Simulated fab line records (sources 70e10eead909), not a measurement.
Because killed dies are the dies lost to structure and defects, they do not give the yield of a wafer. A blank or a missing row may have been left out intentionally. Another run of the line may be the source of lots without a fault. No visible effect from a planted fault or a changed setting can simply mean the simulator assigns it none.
Which tool did it?    flow nandHarc    39 wafers from 13 lots sampled at 4 of the route's 1159 steps

== WHAT THE GAUGES SHOWED, per wafer ==
NHARC_P_ZERO_WELL_CD_MEAS_37: target cd 720 nm.
lot   measured     on        cdNm (nm)
L409  day 1 16:07  cdSem-01  718.8 721.2 721.7
L410  day 1 22:07  cdSem-03  718.1 717.6 719.6
L411  day 2 04:13  cdSem-01  720.0 723.7 722.3
L413  day 2 15:59  cdSem-03  719.8 719.3 719.5
L414  day 2 22:08  cdSem-03  - - -
L424  day 5 10:08  cdSem-03  716.0 716.4 717.8
L425  day 5 16:20  cdSem-01  718.3 719.1 721.5
L426  day 5 22:38  cdSem-01  722.1 720.7 717.5
L428  day 6 10:14  cdSem-02  721.4 721.8 719.2
L429  day 6 16:07  cdSem-01  719.5 720.8 717.7
L430  day 6 21:53  cdSem-02  720.4 720.1 722.5
L431  day 7 04:07  cdSem-03  721.2 717.2 720.9
L432  day 7 10:18  cdSem-01  719.7 721.5 720.8

NHARC_P_STI_CD_MEAS_09: target cd 200 nm.
lot   measured     on        cdNm (nm)
L409  day 2 10:55  cdSem-02  194.1 199.2 198.4
L410  day 2 18:00  cdSem-03  200.1 202.3 199.5
L411  day 3 01:14  cdSem-01  199.6 199.2 199.2
L413  day 3 08:39  cdSem-01  201.7 200.1 202.6
L424  day 6 05:20  cdSem-02  197.6 197.7 197.1
L425  day 6 21:22  cdSem-03  199.4 197.4 196.5
L426  day 6 21:24  cdSem-02  198.6 199.1 198.8
L428  day 7 12:46  cdSem-03  200.1 202.0 198.5
L429  day 7 12:56  cdSem-02  197.6 198.8 199.2
L430  day 7 20:00  cdSem-03  199.3 199.8 198.5
L431  day 7 20:10  cdSem-02  199.2 201.5 199.5
L432  day 8 08:38  cdSem-01  200.1 203.4 203.5

NHARC_P_STI_OVL_MEAS_10.
lot   measured     on          overlayXNm (nm)  overlayYNm (nm)
L409  day 2 11:01  overlay-01  -5 -5 -5         6 6 6
L410  day 2 18:05  overlay-01  4 5 5            1 1 1
L411  day 3 01:20  overlay-02  6 6 6            4 4 3
L413  day 3 08:44  overlay-01  1 0 0            10 10 10
L424  day 6 05:25  overlay-01  -7 -8 -7         7 7 7
L425  day 6 21:28  overlay-02  2 3 3            4 5 5
L426  day 6 21:30  overlay-02  7 7 6            0 1 1
L428  day 7 12:52  overlay-02  -18 -18 -18      8 7 8
L429  day 7 13:02  overlay-01  9 9 9            1 0 1
L430  day 7 20:05  overlay-01  0 0 0            5 4 5
L431  day 7 20:14  overlay-02  -2 -1 -1         1 1 1
L432  day 8 08:44  overlay-01  14 13 13         6 5 6

== WHICH TOOL RAN EACH LOT (tool, then ch and the chambers of the sampled wafers, then the start) ==
lot   NHARC_P_ZERO_WELL_EXPOSE_34
L409  krfScanner-02 ch 0, day 1 15:58
L410  krfScanner-04 ch 0, day 1 21:58
L411  krfScanner-01 ch 0, day 2 04:04
L413  krfScanner-01 ch 0, day 2 15:50
L414  krfScanner-04 ch 0, day 2 21:58
L424  krfScanner-04 ch 0, day 5 09:59
L425  krfScanner-02 ch 0, day 5 16:10
L426  krfScanner-01 ch 0, day 5 22:29
L428  krfScanner-01 ch 0, day 6 10:05
L429  krfScanner-02 ch 0, day 6 15:58
L430  krfScanner-02 ch 0, day 6 21:44
L431  krfScanner-04 ch 0, day 7 03:57
L432  krfScanner-02 ch 0, day 7 10:08
- NHARC_P_ZERO_WELL_EXPOSE_34: exposes mask P PWELL, target cd 720 nm.

== AS READ BY THE TOOLS THEMSELVES (means over the sampled wafers that have a number; for cases with no such wafer, the mark the record gives instead) ==
The record holds no such reading with a usual standard deviation.

== THE ANSWER, worked out from the rows above alone ==
Rule: the lots themselves supply what counts as usual. Put in order of their means at a reading, lots are off if they are a third of the lots or fewer, leave a main group of 4 or more, and stand apart from it by a gap of 3 or more times the standard deviation of the main group's means; of several such gaps the widest counts. The tables above print the reading to a certain number of digits; a main group whose means all agree to those digits is not used. Also off: a lot with no number at a reading for which 4 or more lots have one. All remaining lots with rows at the step are treated as sound. Order of review: gauges by route order, followed by the tools' own readings, for which a lot's mean as printed above is used. The first step at which some lot is off is used, and at that step the reading that is off furthest; a lot without a number counts as furthest.
Off, at NHARC_P_ZERO_WELL_CD_MEAS_37 on cdNm: L414. Without a number there: L414. Main group: mean 719.9 nm, sd 1.3.
A tool fits if, at a process step before that reading, it ran every lot that is off, and no sound lot after the first of them. Those tools and the gauges at NHARC_P_ZERO_WELL_CD_MEAS_37 are tried in the same way. Not one of the candidates tried fits.

== WHAT HAD BEEN PUT IN BY THE SIMULATOR ==
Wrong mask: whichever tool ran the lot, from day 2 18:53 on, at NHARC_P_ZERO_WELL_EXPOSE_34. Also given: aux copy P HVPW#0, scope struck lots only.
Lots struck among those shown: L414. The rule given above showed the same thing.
